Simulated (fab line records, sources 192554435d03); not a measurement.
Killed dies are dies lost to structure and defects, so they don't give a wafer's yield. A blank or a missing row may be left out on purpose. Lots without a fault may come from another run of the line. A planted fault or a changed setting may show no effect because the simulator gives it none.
Chamber matching | flow n5_finfet | N5_FIN_SAQP_ETCH_51 on rie_diel-01: 4 sister chambers
The step etches SiARC in CF4, target depth 45.5 nm, time 75.8 s. 22 wafers are shown with their chamber, then 11 later ones without.

WAFERS WITH THEIR CHAMBER
wafer  | chamber | drypump_motor_current_A (A) | throttle_valve_pct (%) | oes_product_au (a.u.)
L076.3 | 0       | 6.0                         | 15.34                  | 0.84
L076.4 | 3       | 5.3                         | 16.09                  | 0.59
L076.6 | 3       | 5.3                         | 16.10                  | 0.60
L077.1 | 3       | 5.3                         | 16.11                  | 0.59
L077.2 | 0       | 6.0                         | 15.37                  | 0.84
L077.3 | 2       | 5.9                         | 15.68                  | 0.62
L079.1 | 2       | 5.9                         | 15.68                  | 0.62
L079.3 | 3       | 5.3                         | 16.12                  | 0.59
L079.5 | 1       | 6.0                         | 15.72                  | 0.61
L081.2 | 2       | 5.9                         | 15.68                  | 0.62
L081.3 | 3       | 5.3                         | 16.12                  | 0.59
L081.4 | 0       | 6.0                         | 15.37                  | 0.80
L088.1 | 2       | 5.9                         | 15.70                  | 0.62
L088.5 | 1       | 6.1                         | 15.74                  | 0.60
L088.6 | 2       | 5.9                         | 15.72                  | 0.62
L089.1 | 0       | 6.0                         | 15.40                  | 0.76
L089.2 | 3       | 5.3                         | 15.62                  | 0.81
L089.6 | 0       | 6.0                         | 15.41                  | 0.76
L090.1 | 0       | 6.0                         | 15.39                  | 0.77
L090.4 | 2       | 5.9                         | 15.71                  | 0.62
L090.5 | 0       | 6.0                         | 15.39                  | 0.77
L092.2 | 3       | 5.3                         | 15.65                  | 0.79

SIGNATURES (means of the wafers above)
reading                 | chamber 0 | chamber 1 | chamber 2 | chamber 3 | scatter within a chamber
drypump_motor_current_A | 6.000     | 6.050     | 5.900     | 5.300     | 0.0167
throttle_valve_pct      | 15.3814   | 15.7300   | 15.6950   | 15.9729   | 0.135
oes_product_au          | 0.7914    | 0.6050    | 0.6200    | 0.6514    | 0.0623
Rule: a wafer's distance from a chamber is the root of the sum, over the readings, of the square of ((its reading less the chamber's mean) divided by the reading's scatter). The wafer belongs to the nearest chamber; if the next one is less than 2 further off, it can't be placed. The scatter: the root of (the sum of the squares of (reading less its chamber's mean) over the shown wafers, divided by (wafers less chambers)).

WAFERS WITHOUT THEIR CHAMBER
wafer  | drypump_motor_current_A (A) | throttle_valve_pct (%) | oes_product_au (a.u.)
L092.3 | 5.9                         | 15.74                  | 0.61
L092.6 | 5.9                         | 15.72                  | 0.60
L093.2 | 5.3                         | 15.64                  | 0.79
L093.5 | 5.4                         | 15.66                  | 0.80
L093.6 | 5.9                         | 15.72                  | 0.60
L094.2 | 6.0                         | 15.77                  | 0.60
L094.3 | 6.0                         | 15.41                  | 0.75
L094.4 | 5.3                         | 15.67                  | 0.78
L095.3 | 6.0                         | 15.77                  | 0.60
L095.5 | 6.0                         | 15.44                  | 0.75
L095.6 | 6.1                         | 15.77                  | 0.60

WHICH CHAMBER EACH WENT THROUGH
wafer  | from the rows above     | in truth
L092.3 | 2                       | 2
L092.6 | 2                       | 2
L093.2 | 3                       | 3
L093.5 | 3                       | 3
L093.6 | 2                       | 2
L094.2 | can't be placed: 1 or 0 | 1
L094.3 | 0                       | 0
L094.4 | 3                       | 3
L095.3 | can't be placed: 1 or 0 | 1
L095.5 | 0                       | 0
L095.6 | 1                       | 1
Placed correctly: 9 of 11. Can't be placed from these rows: 2 (the true chamber is among the candidates in 2). Placed wrongly: 0.
